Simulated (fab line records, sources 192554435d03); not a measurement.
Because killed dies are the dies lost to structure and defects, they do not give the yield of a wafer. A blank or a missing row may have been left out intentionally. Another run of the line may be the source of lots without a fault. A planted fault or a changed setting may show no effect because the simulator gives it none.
Lot-split experiment ; flow n5Finfet ; 21 wafers read across 7 lots, on a route 1938 steps long

ON THE SPLIT
At N5_BEOL_M4_COAT_22 (resist thk 30 nm), the setting spinRpm was moved away from the recipe's 1500 rpm on 5 of the 21 wafers read, by -9.9% to +8.9%. The other wafers ran this setting at the recipe's value.

FROM THE SPLIT TO THE READING: what the file shows between them, 6 steps
- N5_BEOL_M4_EBR_24
- N5_BEOL_M4_SOFTBAKE_23: time 60 s
- N5_BEOL_M4_EXPOSE_25: exposes mask V3, defocus 5 nm
- N5_BEOL_M4_PEB_26: peb time 60 s
- N5_BEOL_M4_DEVELOP_27: develop time 30 s
- N5_BEOL_M4_DESCUM_33: chemistry O2, time 7 s

THE READING
CAR-EUV_of_BEOL_M4_COAT_22.thkNm (the simulator's own value, which no gauge read), in nm, at N5_BEOL_M4_ETCH_77 (etches underlayer in N2/H2, target depth 6.5 nm, time 5.2 s). No usual value for it is given in the file. Average 20.4 nm, standard deviation 0.17 nm, over the 16 wafers here run with the recipe.

wafer;tool, chamber at the split;spinRpm as run, rpm;against the recipe;CAR-EUV_of_BEOL_M4_COAT_22.thkNm, nm;against lot-mates on the recipe
L079.2;lithoTrack-05, 0;1634;+8.9%;19;-1.1
L079.5;lithoTrack-05, 0;1500;recipe;20.2;-
L079.6;lithoTrack-05, 0;1500;recipe;20;-
L080.1;lithoTrack-03, 0;1397;-6.9%;21.2;+0.7
L080.2;lithoTrack-03, 0;1500;recipe;20.6;-
L080.3;lithoTrack-03, 0;1500;recipe;20.4;-
L082.4;lithoTrack-05, 0;1500;recipe;20.6;-
L082.6;lithoTrack-05, 0;1500;recipe;20.6;-
L082.5;lithoTrack-05, 0;1362;-9.2%;21.8;+1.2
L088.1;lithoTrack-01, 0;1500;recipe;20.2;-
L088.5;lithoTrack-01, 0;1500;recipe;20.2;-
L088.2;lithoTrack-01, 0;1500;recipe;20.4;-
L090.1;lithoTrack-05, 0;1500;recipe;20.4;-
L090.3;lithoTrack-05, 0;1351;-9.9%;22;+1.5
L090.4;lithoTrack-05, 0;1500;recipe;20.6;-
L094.2;lithoTrack-05, 0;1500;recipe;20.4;-
L094.3;lithoTrack-05, 0;1500;recipe;20.4;-
L094.4;lithoTrack-05, 0;1500;recipe;20.4;-
L097.1;lithoTrack-01, 0;1422;-5.2%;21.4;+1.1
L097.2;lithoTrack-01, 0;1500;recipe;20.2;-
L097.4;lithoTrack-01, 0;1500;recipe;20.4;-

THE FIT
A straight line over all 21 wafers: CAR-EUV_of_BEOL_M4_COAT_22.thkNm changes by -0.156 nm for each +1% of spinRpm; r = -0.96; the points scatter about the line by 0.18 nm.
The same after taking each lot's own level away (the mean of its wafers on the recipe; 21 wafers): -0.136 nm for each +1%; r = -0.97; scatter 0.14 nm.
On that fit, the largest move of spinRpm shifts the reading by 1.4 nm.
Across the lots, their own levels run from 20.10 to 20.60 nm, a range of 2.9 times the standard deviation given above.
So the slope is not independent of the lot-to-lot level: the two fits are not the same.
Check: for one of the wafers moved furthest among these (-9.9%), held out of the fit, the line's prediction against its lot-mates is +1.31 nm. Against them it came out at +1.5 nm.

THE WHOLE CHAIN: every reading that the file lists as answering this split, in the file's order
step;what it does;reading;change (the file's fit);r (the file's)
N5_BEOL_M4_COAT_22;resist thk 30 nm;CAR-EUV_of_BEOL_M4_COAT_22.thkNm (the simulator's own value, which no gauge read);-0.16 nm for each +1% of the setting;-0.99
N5_BEOL_M4_DEVELOP_27;develop time 30 s;CAR-EUV_of_BEOL_M4_COAT_22.thkNm (the simulator's own value, which no gauge read);-0.149 nm for each +1% of the setting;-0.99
N5_BEOL_M4_ETCH_77;etches underlayer in N2/H2, target depth 6.5 nm, time 5.2 s;CAR-EUV_of_BEOL_M4_COAT_22.thkNm (the simulator's own value, which no gauge read);-0.137 nm for each +1% of the setting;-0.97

FILE'S OWN FIT
CAR-EUV_of_BEOL_M4_COAT_22.thkNm changes by -0.137 nm for each +1% of spinRpm, r = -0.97.
